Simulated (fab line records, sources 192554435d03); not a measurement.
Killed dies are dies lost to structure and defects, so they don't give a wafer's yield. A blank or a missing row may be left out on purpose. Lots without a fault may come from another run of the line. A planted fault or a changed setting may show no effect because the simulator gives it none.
Chamber matching | flow n5_finfet | N5_BEOL_M6_ETCH_72 on rie_diel-06: 4 sister chambers
The step etches underlayer in N2/H2, target depth 6.5 nm, time 5.2 s. 8 wafers are shown with their chamber, then 11 later ones without.

WAFERS WITH THEIR CHAMBER
wafer  | chamber | drypump_motor_current_A (A) | showerhead_plenum_p_Torr (Torr)
L079.1 | 1       | 5.8                         | 2.43
L083.6 | 1       | 5.8                         | 2.42
L089.3 | 2       | 5.5                         | 2.55
L089.4 | 0       | 5.7                         | 2.48
L088.4 | 3       | 4.9                         | 2.48
L088.5 | 0       | 5.7                         | 2.48
L088.6 | 2       | 5.6                         | 2.55
L091.2 | 3       | 4.9                         | 2.48

WAFERS WITHOUT THEIR CHAMBER
wafer  | drypump_motor_current_A (A) | showerhead_plenum_p_Torr (Torr)
L091.4 | 4.9                         | 2.48
L091.5 | 5.6                         | 2.55
L093.1 | 5.8                         | 2.42
L093.4 | 5.7                         | 2.48
L093.5 | 4.9                         | 2.48
L096.2 | 5.7                         | 2.47
L096.4 | 5.8                         | 2.42
L096.6 | 5.7                         | 2.47
L097.1 | 5.8                         | 2.41
L097.2 | 5.5                         | 2.54
L097.6 | 5.8                         | 2.41

WHICH CHAMBER EACH WENT THROUGH
wafer  | from the rows above | in truth
L091.4 | 3                   | 3
L091.5 | 2                   | 2
L093.1 | 1                   | 1
L093.4 | 0                   | 0
L093.5 | 3                   | 3
L096.2 | 0                   | 0
L096.4 | 1                   | 1
L096.6 | 0                   | 0
L097.1 | 1                   | 1
L097.2 | 2                   | 2
L097.6 | 1                   | 1
Placed correctly: 11 of 11. Can't be placed from these rows: 0. Placed wrongly: 0.
How it was worked out, from the rows above alone: a wafer's distance from a chamber is the root of the sum, over the readings, of the square of ((its reading less the chamber's mean) divided by the reading's scatter). The wafer belongs to the nearest chamber; if the next one is less than 2 further off, it can't be placed. A chamber's mean is the mean of its shown wafers. The scatter: the root of (the sum of the squares of (reading less its chamber's mean) over the shown wafers, divided by (wafers less chambers)).
